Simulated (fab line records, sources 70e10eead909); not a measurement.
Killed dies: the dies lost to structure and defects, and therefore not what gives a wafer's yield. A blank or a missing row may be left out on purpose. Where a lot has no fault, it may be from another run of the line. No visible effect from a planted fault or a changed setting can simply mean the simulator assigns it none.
Chamber matching || flow nand_harc || NHARC_A_STAIRCASE_ALD_415 on ald_hk-02: 4 sister chambers
The step deposits SiO2, target thk 30 nm, pulse time 6 s, ald cycles 300. 8 wafers are shown with their chamber, then 10 later ones without.

## EACH WAFER AND ITS CHAMBER
{"wafer": "L077.5", "chamber": 0, "heater_power_w (W)": 468, "precursor_pulse_height_rel": 1.005}
{"wafer": "L085.2", "chamber": 0, "heater_power_w (W)": 472, "precursor_pulse_height_rel": 0.995}
{"wafer": "L085.6", "chamber": 2, "heater_power_w (W)": 425, "precursor_pulse_height_rel": 0.989}
{"wafer": "L088.1", "chamber": 2, "heater_power_w (W)": 446, "precursor_pulse_height_rel": 1.009}
{"wafer": "L088.4", "chamber": 3, "heater_power_w (W)": 465, "precursor_pulse_height_rel": 1.001}
{"wafer": "L088.5", "chamber": 1, "heater_power_w (W)": 475, "precursor_pulse_height_rel": 1.026}
{"wafer": "L090.1", "chamber": 1, "heater_power_w (W)": 468, "precursor_pulse_height_rel": 0.967}
{"wafer": "L090.3", "chamber": 3, "heater_power_w (W)": 466, "precursor_pulse_height_rel": 0.968}

## WAFERS MISSING THEIR CHAMBER
{"wafer": "L090.5", "heater_power_w (W)": 484, "precursor_pulse_height_rel": 1.008}
{"wafer": "L093.1", "heater_power_w (W)": 464, "precursor_pulse_height_rel": 0.991}
{"wafer": "L093.5", "heater_power_w (W)": 423, "precursor_pulse_height_rel": 1.003}
{"wafer": "L093.6", "heater_power_w (W)": 470, "precursor_pulse_height_rel": 1.015}
{"wafer": "L092.1", "heater_power_w (W)": 464, "precursor_pulse_height_rel": 0.979}
{"wafer": "L092.2", "heater_power_w (W)": 468, "precursor_pulse_height_rel": 0.978}
{"wafer": "L092.4", "heater_power_w (W)": 433, "precursor_pulse_height_rel": 1.019}
{"wafer": "L096.3", "heater_power_w (W)": 445, "precursor_pulse_height_rel": 1.035}
{"wafer": "L096.4", "heater_power_w (W)": 463, "precursor_pulse_height_rel": 1.004}
{"wafer": "L096.6", "heater_power_w (W)": 459, "precursor_pulse_height_rel": 1.010}

## WHICH CHAMBER EACH ONE RAN IN
{"wafer": "L090.5", "from the rows above": "can't be placed: 1 or 0 or 3", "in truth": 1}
{"wafer": "L093.1", "from the rows above": "can't be placed: 3 or 0 or 1", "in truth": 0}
{"wafer": "L093.5", "from the rows above": 2, "in truth": 2}
{"wafer": "L093.6", "from the rows above": "can't be placed: 0 or 1 or 3", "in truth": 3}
{"wafer": "L092.1", "from the rows above": "can't be placed: 3 or 0 or 1", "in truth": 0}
{"wafer": "L092.2", "from the rows above": "can't be placed: 3 or 1 or 0", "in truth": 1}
{"wafer": "L092.4", "from the rows above": 2, "in truth": 2}
{"wafer": "L096.3", "from the rows above": "can't be placed: 2 or 3 or 0 or 1", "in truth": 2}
{"wafer": "L096.4", "from the rows above": "can't be placed: 3 or 0 or 1", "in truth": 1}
{"wafer": "L096.6", "from the rows above": "can't be placed: 3 or 0 or 1 or 2", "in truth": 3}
Correctly placed: 2 of 10. Can't be placed from these rows: 8 (the true chamber is among the candidates in 8). Placed wrongly: 0.
How it was worked out, from the rows above alone: a wafer's distance from a chamber is the root of the sum, over the readings, of the square of ((its reading less the chamber's mean) divided by the reading's scatter). If the next closest chamber is less than 2 further off than the closest, the wafer can't be placed; otherwise it belongs to the closest. A chamber's mean is the mean of its shown wafers. The scatter is the square root of a quotient: the sum, over the shown wafers, of each reading's squared deviation from its chamber's mean, divided by wafers minus chambers.
